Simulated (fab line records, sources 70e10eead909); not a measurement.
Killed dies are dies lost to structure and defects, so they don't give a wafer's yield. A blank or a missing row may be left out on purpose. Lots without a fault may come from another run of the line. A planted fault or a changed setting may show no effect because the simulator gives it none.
Chamber matching | flow nand_harc | NHARC_A_CHANNEL_HOLE_D1_DEP_01 on pecvd-02: 3 sister chambers
The step deposits SiON, target thk 140 nm. 14 wafers are shown with their chamber, then 7 later ones without.

WAFERS WITH THEIR CHAMBER
wafer  | chamber | heater_power_w (W) | rf_fwd_power_W (W)
L075.3 | 1       | 556                | 349.0
L075.4 | 0       | 811                | 347.0
L075.6 | 1       | 572                | 348.8
L077.2 | 0       | 742                | 347.7
L077.3 | 2       | 782                | 348.6
L077.4 | 2       | 786                | 348.4
L080.1 | 2       | 755                | 348.2
L080.2 | 1       | 666                | 348.5
L080.4 | 2       | 799                | 347.5
L084.2 | 2       | 862                | 348.8
L084.3 | 0       | 676                | 346.6
L084.5 | 0       | 707                | 347.4
L088.2 | 2       | 830                | 348.1
L088.3 | 0       | 709                | 349.0

SIGNATURES (means of the wafers above)
reading        | chamber 0 | chamber 1 | chamber 2 | scatter within a chamber
heater_power_w | 729.00    | 598.00    | 802.33    | 47.6
rf_fwd_power_W | 347.540   | 348.767   | 348.267   | 0.64
Rule: a wafer's distance from a chamber is the root of the sum, over the readings, of the square of ((its reading less the chamber's mean) divided by the reading's scatter). The wafer belongs to the nearest chamber; if the next one is less than 2 further off, it can't be placed. The scatter: the root of (the sum of the squares of (reading less its chamber's mean) over the shown wafers, divided by (wafers less chambers)).

WAFERS WITHOUT THEIR CHAMBER
wafer  | heater_power_w (W) | rf_fwd_power_W (W)
L088.6 | 739                | 350.8
L091.1 | 855                | 345.7
L091.5 | 829                | 349.5
L091.6 | 716                | 349.5
L093.1 | 674                | 349.1
L093.2 | 872                | 348.9
L093.5 | 862                | 348.8

WHICH CHAMBER EACH WENT THROUGH
wafer  | from the rows above          | in truth
L088.6 | can't be placed: 2 or 1 or 0 | 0
L091.1 | can't be placed: 0 or 2      | 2
L091.5 | can't be placed: 2 or 0      | 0
L091.6 | can't be placed: 2 or 1 or 0 | 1
L093.1 | can't be placed: 1 or 0 or 2 | 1
L093.2 | can't be placed: 2 or 0      | 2
L093.5 | can't be placed: 2 or 0      | 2
Placed correctly: 0 of 7. Can't be placed from these rows: 7 (the true chamber is among the candidates in 7). Placed wrongly: 0.
